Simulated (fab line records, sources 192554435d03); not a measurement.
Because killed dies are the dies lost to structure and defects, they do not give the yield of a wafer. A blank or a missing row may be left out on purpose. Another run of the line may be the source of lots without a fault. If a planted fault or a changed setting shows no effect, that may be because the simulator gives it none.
What tool caused it? -- flow n5-finfet -- 72 wafers from 24 lots sampled at 6 of the route's 1938 steps

== WHAT THE GAUGES SHOWED, per wafer ==
N5_BEOL_M6_OCD_MEAS_38.
lot,measured,on,trench-depth-nm (nm)
L075,day 8 13:50,ocd-01,90.7 90.9 94.2
L074,day 9 05:22,ocd-01,96.0 93.9 94.5
L076,day 9 06:28,ocd-02,91.5 93.2 93.5
L077,day 9 07:23,ocd-02,93.2 94.6 94.2
L078,day 9 17:55,ocd-01,93.3 94.0 91.3
L079,day 9 21:10,ocd-02,92.6 92.6 95.9
L080,day 10 05:28,ocd-01,93.2 92.4 92.9
L081,day 10 09:40,ocd-02,95.8 92.5 94.2
L082,day 10 10:09,ocd-02,93.4 95.1 93.2
L083,day 10 14:50,ocd-01,92.3 92.0 94.3
L084,day 11 03:44,ocd-01,93.1 92.9 92.2
L085,day 11 09:20,ocd-01,96.0 93.6 93.5
L086,day 11 18:22,ocd-02,92.7 95.5 94.6
L087,day 12 16:35,ocd-01,91.5 91.3 93.2
L089,day 12 20:35,ocd-01,94.8 94.8 94.1
L088,day 12 20:38,ocd-02,95.9 92.0 96.0
L090,day 13 00:31,ocd-01,92.0 96.7 95.1
L091,day 13 02:59,ocd-02,93.0 93.0 92.9
L093,day 13 13:59,ocd-01,92.0 92.5 93.7
L094,day 13 19:19,ocd-02,94.3 93.1 95.1
L092,day 13 19:51,ocd-02,96.0 94.0 96.1
L095,day 14 02:53,ocd-01,93.5 91.5 93.9
L096,day 14 11:12,ocd-02,96.7 97.6 98.0
L097,day 14 13:40,ocd-01,96.7 95.2 96.0

N5_BEOL_M7_OVL_MEAS_12.
lot,measured,on,M7_OVL (nm)
L075,day 8 17:54,overlay-02,0.6 0.6 1.0
L074,day 9 09:12,overlay-01,-0.4 1.2 0.4
L076,day 9 11:27,overlay-02,-1.1 -0.6 0.0
L077,day 9 11:44,overlay-01,1.3 -0.2 0.3
L078,day 9 23:14,overlay-01,0.2 0.2 -0.8
L079,day 10 00:55,overlay-01,-0.8 -1.0 0.7
L080,day 10 10:22,overlay-02,0.2 0.1 0.7
L081,day 10 13:53,overlay-01,-0.3 -0.4 -0.4
L082,day 10 14:18,overlay-01,0.1 -1.4 0.5
L083,day 10 20:04,overlay-01,-0.7 -0.6 -0.1
L084,day 11 09:45,overlay-02,0.1 -0.5 -1.0
L085,day 11 15:45,overlay-01,0.7 1.0 -0.5
L086,day 12 00:27,overlay-01,1.3 1.2 0.3
L087,day 12 21:34,overlay-01,0.6 0.1 -0.3
L089,day 13 01:24,overlay-02,-0.1 0.0 0.1
L088,day 13 01:38,overlay-01,-0.3 -1.6 0.3
L090,day 13 07:07,overlay-01,1.6 0.3 0.8
L091,day 13 09:58,overlay-02,-0.7 -0.8 -1.5
L093,day 13 20:04,overlay-02,0.7 1.7 1.8
L094,day 14 00:17,overlay-01,0.1 -0.6 0.4
L092,day 14 00:32,overlay-01,-0.4 0.0 1.4
L095,day 14 08:11,overlay-02,-0.1 0.6 -1.0
L096,day 14 17:10,overlay-01,-0.5 -0.5 -0.2
L097,day 14 19:54,overlay-02,0.9 0.1 -0.2

N5_BEOL_M7_INSPECT_30: inspects for defects (brightfield).
lot,measured,on,raw-defect-count
L075,day 8 21:46,defect-inspect-01,343 282 229
L074,day 9 10:23,defect-inspect-01,326 325 270
L076,day 9 13:09,defect-inspect-02,425 405 479
L077,day 9 13:11,defect-inspect-02,369 316 445
L078,day 10 03:31,defect-inspect-01,282 279 359
L079,day 10 03:20,defect-inspect-01,403 408 407
L080,day 10 11:39,defect-inspect-01,433 346 294
L081,day 10 15:07,defect-inspect-02,481 462 346
L082,day 10 16:30,defect-inspect-01,356 421 297
L083,day 10 21:02,defect-inspect-02,478 381 402
L084,day 11 11:29,defect-inspect-01,533 419 385
L085,day 11 17:52,defect-inspect-01,416 505 466
L086,day 12 03:11,defect-inspect-01,613 456 608
L087,day 12 23:48,defect-inspect-01,394 551 299
L089,day 13 02:31,defect-inspect-01,512 421 536
L088,day 13 02:45,defect-inspect-01,345 259 216
L090,day 13 09:27,defect-inspect-01,299 264 311
L091,day 13 11:31,defect-inspect-01,343 299 235
L093,day 13 21:05,defect-inspect-02,477 421 434
L094,day 14 02:25,defect-inspect-02,357 532 539
L092,day 14 02:35,defect-inspect-01,468 447 380
L095,day 14 10:52,defect-inspect-02,507 489 374
L096,day 14 18:46,defect-inspect-02,368 477 524
L097,day 14 20:56,defect-inspect-01,528 412 464

== WHAT TOOL EACH LOT RAN ON (gives the tool, then ch and the chambers of the sampled wafers, and finally the start) ==
lot,N5_BEOL_M6_SURFACE_TREAT_79,N5_BEOL_M7_PECVD_70,N5_BEOL_M7_HM_OPEN_17
L075,"pvd-sputter-01, day 8 14:50","pecvd-02 ch 0,1,2, day 8 16:51","rie-metal-03 ch 0,1, day 8 18:34"
L074,"pvd-sputter-02, day 9 06:49","pecvd-03 ch 1,2, day 9 08:37","rie-metal-03 ch 0,1, day 9 09:32"
L076,"pvd-sputter-03, day 9 07:22","pecvd-04 ch 0,2, day 9 10:28","rie-metal-03 ch 1, day 9 11:47"
L077,"pvd-sputter-01, day 9 08:17","pecvd-02 ch 0,1,2, day 9 10:41","rie-metal-03 ch 0,1, day 9 12:13"
L078,"pvd-sputter-02, day 9 20:23","pecvd-04 ch 0,2, day 9 22:19","rie-metal-02 ch 1, day 9 23:34"
L079,"pvd-sputter-01, day 9 22:09","pecvd-03 ch 1,2, day 10 00:10","rie-metal-03 ch 0,1, day 10 01:16"
L080,"pvd-sputter-01, day 10 06:22","pecvd-02 ch 0,1, day 10 08:26","rie-metal-02 ch 1, day 10 10:46"
L081,"pvd-sputter-02, day 10 10:40","pecvd-02 ch 1,2, day 10 12:55","rie-metal-02 ch 0,1, day 10 14:27"
L082,"pvd-sputter-03, day 10 11:08","pecvd-02 ch 0,1,2, day 10 13:43","rie-metal-03 ch 0,1, day 10 14:56"
L083,"pvd-sputter-03, day 10 16:22","pecvd-03 ch 1,2, day 10 18:17","rie-metal-02 ch 0,1, day 10 20:24"
L084,"pvd-sputter-01, day 11 04:56","pecvd-04 ch 1,2, day 11 07:14","rie-metal-01 ch 1, day 11 10:12"
L085,"pvd-sputter-01, day 11 11:01","pecvd-02 ch 0,2, day 11 13:11","rie-metal-02 ch 0,1, day 11 16:05"
L086,"pvd-sputter-01, day 11 19:56","pecvd-02 ch 0, day 11 22:01","rie-metal-03 ch 1, day 12 00:49"
L087,"pvd-sputter-02, day 12 18:09","pecvd-04 ch 0,2, day 12 20:03","rie-metal-02 ch 0,1, day 12 21:54"
L089,"pvd-sputter-03, day 12 21:38","pecvd-04 ch 0,1,2, day 13 00:34","rie-metal-01 ch 0,1, day 13 01:46"
L088,"pvd-sputter-02, day 12 21:40","pecvd-03 ch 0,1, day 13 00:46","rie-metal-02 ch 0,1, day 13 01:59"
L090,"pvd-sputter-01, day 13 02:49","pecvd-04 ch 0,1,2, day 13 05:05","rie-metal-02 ch 0, day 13 07:26"
L091,"pvd-sputter-01, day 13 05:59","pecvd-04 ch 1,2, day 13 07:59","rie-metal-01 ch 0,1, day 13 10:19"
L093,"pvd-sputter-01, day 13 15:22","pecvd-03 ch 0,1,2, day 13 17:19","rie-metal-03 ch 0,1, day 13 20:23"
L094,"pvd-sputter-01, day 13 20:47","pecvd-03 ch 0,1, day 13 23:35","rie-metal-03 ch 0,1, day 14 00:46"
L092,"pvd-sputter-03, day 13 20:56","pecvd-02 ch 0,1,2, day 13 23:58","rie-metal-02 ch 0,1, day 14 00:55"
L095,"pvd-sputter-03, day 14 04:07","pecvd-03 ch 0,1,2, day 14 06:08","rie-metal-02 ch 0,1, day 14 08:32"
L096,"pvd-sputter-01, day 14 12:29","pecvd-02 ch 0,1,2, day 14 14:55","rie-metal-01 ch 0,1, day 14 17:32"
L097,"pvd-sputter-02, day 14 14:41","pecvd-02 ch 0,1,2, day 14 18:17","rie-metal-01 ch 0,1, day 14 20:14"
- N5_BEOL_M6_SURFACE_TREAT_79
- N5_BEOL_M7_PECVD_70: deposits SiO2 from TEOS/O2, target thk 20 nm, time 22.7 s.
- N5_BEOL_M7_HM_OPEN_17: chemistry Cl2/BCl3, target TiN, target depth 20 nm, overetch 6 nm.

== WHAT THE TOOLS THEMSELVES READ (means of the sampled wafers that have a number; where no wafer has one, the mark that the record gives instead) ==
N5_BEOL_M7_PECVD_70.
lot,tool,heater-power-w (W),showerhead-plenum-p-Torr (Torr),throttle-valve-pct (%)
L075,pecvd-02,613,8.74,21.6
L074,pecvd-03,762,8.83,22.5
L076,pecvd-04,673,8.73,22.0
L077,pecvd-02,679,8.75,21.6
L078,pecvd-04,638,8.74,22.1
L079,pecvd-03,679,8.84,22.7
L080,pecvd-02,600,8.74,22.0
L081,pecvd-02,730,8.76,21.5
L082,pecvd-02,630,8.75,21.6
L083,pecvd-03,745,8.88,22.4
L084,pecvd-04,699,8.81,23.0
L085,pecvd-02,618,8.79,21.4
L086,pecvd-02,602,8.78,21.6
L087,pecvd-04,641,8.80,22.6
L089,pecvd-04,660,8.75,22.3
L088,pecvd-03,707,8.86,22.7
L090,pecvd-04,621,8.75,22.5
L091,pecvd-04,677,8.81,22.8
L093,pecvd-03,672,8.87,22.2
L094,pecvd-03,667,8.91,22.3
L092,pecvd-02,654,8.73,21.8
L095,pecvd-03,702,8.88,22.3
L096,pecvd-02,652,8.74,21.7
L097,pecvd-02,618,8.75,21.6

N5_BEOL_M7_HM_OPEN_17.
lot,tool,drypump-motor-current-A (A),oes-product-au (a.u.),throttle-valve-pct (%)
L075,rie-metal-03,6.2,0.63,22.00
L074,rie-metal-03,6.2,0.62,22.02
L076,rie-metal-03,6.8,0.66,22.09
L077,rie-metal-03,6.2,0.62,22.01
L078,rie-metal-02,5.2,0.78,21.76
L079,rie-metal-03,6.2,0.62,22.01
L080,rie-metal-02,5.2,0.78,21.76
L081,rie-metal-02,5.4,0.83,21.77
L082,rie-metal-03,6.2,0.62,22.03
L083,rie-metal-02,5.4,0.82,21.76
L084,rie-metal-01,6.5,0.66,22.35
L085,rie-metal-02,5.3,0.78,21.76
L086,rie-metal-03,6.8,0.66,22.09
L087,rie-metal-02,5.3,0.77,21.77
L089,rie-metal-01,6.0,0.70,22.39
L088,rie-metal-02,5.4,0.78,21.78
L090,rie-metal-02,5.5,0.80,21.79
L091,rie-metal-01,6.1,0.70,22.39
L093,rie-metal-03,5.6,0.74,21.84
L094,rie-metal-03,5.6,0.75,21.85
L092,rie-metal-02,5.4,0.78,21.79
L095,rie-metal-02,5.4,0.77,21.79
L096,rie-metal-01,6.1,0.68,22.41
L097,rie-metal-01,5.6,0.74,22.41

== THE ANSWER, worked out from the rows above alone ==
Rule: the usual values come from the lots themselves. The widest of any qualifying gaps counts: lots, ordered by their means at a reading, are off when they make up no more than a third of the lots, leave a main group of 4 or more, and stand apart from it by 3 or more times the standard deviation of that group's means. A main group whose means are all the same, to the digits that the tables above print for the reading, isn't used. Also off: a lot with no number at a reading for which 4 or more lots have one. All remaining lots with rows at the step are treated as sound. The gauges are gone through in route order, then the tools' own readings, and for those a lot's mean is taken as printed above. At the first step where some lot is off, the reading lying furthest off is the one used; lots without a number count as furthest.
Nothing can be told from this: no lot is off at any reading shown.

== WHAT THE SIMULATOR HAD INSERTED ==
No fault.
